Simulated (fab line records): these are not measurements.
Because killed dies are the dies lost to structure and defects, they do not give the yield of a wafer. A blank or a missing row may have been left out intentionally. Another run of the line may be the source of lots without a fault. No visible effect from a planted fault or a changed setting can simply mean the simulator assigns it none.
Matching of chambers :: flow n5-finfet :: N5_MOL_CONTACT_COAG_CO_FILL_22 on cvd-co-02: 3 sister chambers
The step material Co, precursor CCTBA/H2, target thk 20 nm. 3 wafers are shown with their chamber, then 11 later ones without.

## EACH WAFER AND ITS CHAMBER
wafer: L088.4
chamber: 2
heater-power-w (W): 224

wafer: L088.6
chamber: 0
heater-power-w (W): 274

wafer: L091.2
chamber: 1
heater-power-w (W): 269

## WAFERS WITH NO CHAMBER GIVEN
wafer: L091.5
heater-power-w (W): 275

wafer: L091.6
heater-power-w (W): 271

wafer: L094.1
heater-power-w (W): 275

wafer: L094.5
heater-power-w (W): 269

wafer: L094.6
heater-power-w (W): 230

wafer: L095.3
heater-power-w (W): 265

wafer: L095.4
heater-power-w (W): 226

wafer: L095.6
heater-power-w (W): 278

wafer: L097.1
heater-power-w (W): 275

wafer: L097.3
heater-power-w (W): 274

wafer: L097.5
heater-power-w (W): 277

## WHICH CHAMBER EACH ONE RAN IN
wafer: L091.5
from the rows above: can't be placed: 0 or 1
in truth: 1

wafer: L091.6
from the rows above: can't be placed: 1 or 0
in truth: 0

wafer: L094.1
from the rows above: can't be placed: 0 or 1
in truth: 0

wafer: L094.5
from the rows above: can't be placed: 1 or 0
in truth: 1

wafer: L094.6
from the rows above: 2
in truth: 2

wafer: L095.3
from the rows above: can't be placed: 1 or 0
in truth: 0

wafer: L095.4
from the rows above: 2
in truth: 2

wafer: L095.6
from the rows above: can't be placed: 0 or 1
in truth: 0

wafer: L097.1
from the rows above: can't be placed: 0 or 1
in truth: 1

wafer: L097.3
from the rows above: can't be placed: 0 or 1
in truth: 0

wafer: L097.5
from the rows above: can't be placed: 0 or 1
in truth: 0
2 of 11 placed correctly. These rows do not allow placing 9 (true chamber among the candidates in 9). Placed wrongly: 0.
How it was worked out, from the rows above alone: a wafer's distance from a chamber is the root of the sum, over the readings, of the square of ((its reading less the chamber's mean) divided by the reading's scatter). The wafer belongs to the nearest chamber; if the next one is less than 2 further off, it can't be placed. For every chamber, the mean is computed from those of its wafers that are shown. The scatter (one wafer shown for each chamber): square how far every hidden wafer sits from the nearest shown wafer, average those squares and take the square root.
